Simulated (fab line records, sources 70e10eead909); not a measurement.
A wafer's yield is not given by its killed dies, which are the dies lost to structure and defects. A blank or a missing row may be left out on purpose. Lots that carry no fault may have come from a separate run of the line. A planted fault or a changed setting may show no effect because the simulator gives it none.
Which tool is to blame? | flow nand_harc | Sampling: 11 lots, 33 wafers, 4 of 1159 route steps

== WHAT THE GAUGES SHOWED, per wafer ==
NHARC_END_SORT_01.
lot  | measured     | on        | killed_at_array
L177 | day 22 14:36 | prober-02 | 674 35 58
L181 | day 22 13:46 | prober-01 | 29 29 673
L184 | day 22 22:17 | prober-02 | 41 48 36
L185 | day 24 00:59 | prober-01 | 16 14 10
L186 | day 24 09:49 | prober-01 | 27 33 17
L191 | day 24 21:50 | prober-01 | 18 21 37
L189 | day 25 06:00 | prober-02 | 38 26 40

== WHICH TOOL RAN EACH LOT (tool, then ch and the chambers of the sampled wafers, then the start) ==
lot  | NHARC_A_CONTACT_ETCH_31            | NHARC_A_CONTACT_ETCH_135             | NHARC_A_CONTACT_ETCH_98
L171 | rie_diel-03 ch 2,3, day 18 02:25   | har_cap_etch-01 ch 0,1, day 18 03:03 | rie_diel-08 ch 0,2,3, no start
L178 | rie_diel-08 ch 2,3, day 19 14:38   | har_cap_etch-01 ch 0,1, day 19 15:15 | rie_diel-13 ch 1,2, no start
L177 | rie_diel-08 ch 1,2,3, day 19 19:19 | har_cap_etch-01 ch 1, day 19 19:56   | rie_diel-03 ch 1,3, day 19 21:03
L181 | rie_diel-08 ch 1,3, day 19 22:23   | har_cap_etch-03 ch 1, day 19 22:57   | rie_diel-03 ch 1,2, day 20 00:11
L184 | rie_diel-03 ch 0,2,3, day 20 06:34 | har_cap_etch-02 ch 0,1, day 20 07:07 | rie_diel-03 ch 0,3, day 22 22:17 or earlier
L188 | rie_diel-03 ch 1,2,3, day 21 07:49 | har_cap_etch-01 ch 0,1, day 21 08:24 | rie_diel-03 ch 0,2, no start
L185 | rie_diel-03 ch 0,1, day 21 10:35   | har_cap_etch-03 ch 0,1, day 21 11:15 | rie_diel-03 ch 0,2,3, day 24 00:59 or earlier
L186 | rie_diel-03 ch 2,3, day 21 14:28   | har_cap_etch-01 ch 0,1, day 21 15:05 | rie_diel-13 ch 0,1,3, day 24 09:49 or earlier
L191 | rie_diel-03 ch 2,3, day 22 20:46   | har_cap_etch-01 ch 0,1, day 22 21:19 | rie_diel-03 ch 0,1, day 24 21:50 or earlier
L189 | rie_diel-03 ch 0,3, day 23 01:11   | har_cap_etch-03 ch 0,1, day 23 01:44 | rie_diel-03 ch 0,3, day 25 06:00 or earlier
L190 | rie_diel-03 ch 0,1, day 23 03:43   | har_cap_etch-03 ch 0,1, day 23 04:22 | rie_diel-03 ch 1,2,3, no start
- NHARC_A_CONTACT_ETCH_31: etches the open film in O2/COS, target depth 2000 nm, time 520 s.
- NHARC_A_CONTACT_ETCH_135: etches the open film in C4F8/O2/Ar, time 132 s, target depth 1287 nm.
- NHARC_A_CONTACT_ETCH_98: etches the open film in C4F6/O2, target depth 20 nm, time 10 s.

== THE ANSWER, worked out from the rows above alone ==
Rule: the usual values come from the lots themselves. Put in order of their means at a reading, lots are off if they are a third of the lots or fewer, leave a main group of 4 or more, and stand apart from it by a gap of 3 or more times the standard deviation of the main group's means; of several such gaps the widest counts. A main group whose means are all the same, to the digits that the tables above print for the reading, isn't used. Also off: a lot with no number at a reading for which 4 or more lots have one. Any other lot the step has rows for is counted as sound.
Off: L177, L181 (NHARC_END_SORT_01, killed_at_array). Mean 28 and standard deviation 9.6 in the main group. Neither off nor sound, because the step has no rows for them: L171, L178, L188, L190.
If a tool, at a process step before that reading, ran all the lots that are off and no sound lot after the first of them, it fits. Those tools and the gauges at NHARC_END_SORT_01 are tried in the same way. NHARC_A_CONTACT_ETCH_98 gives no start for some lots, so the hours and the order of its lots are those of NHARC_END_SORT_01. One candidate fits, namely rie_diel-08 at NHARC_A_CONTACT_ETCH_31. It ran no sound lot before its first lot that is off in this sample, so the start can't be narrowed down.

== WHAT THE SIMULATOR HAD PUT IN ==
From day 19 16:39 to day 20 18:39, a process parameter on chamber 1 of rie_diel-08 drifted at NHARC_A_CONTACT_ETCH_31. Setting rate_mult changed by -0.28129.
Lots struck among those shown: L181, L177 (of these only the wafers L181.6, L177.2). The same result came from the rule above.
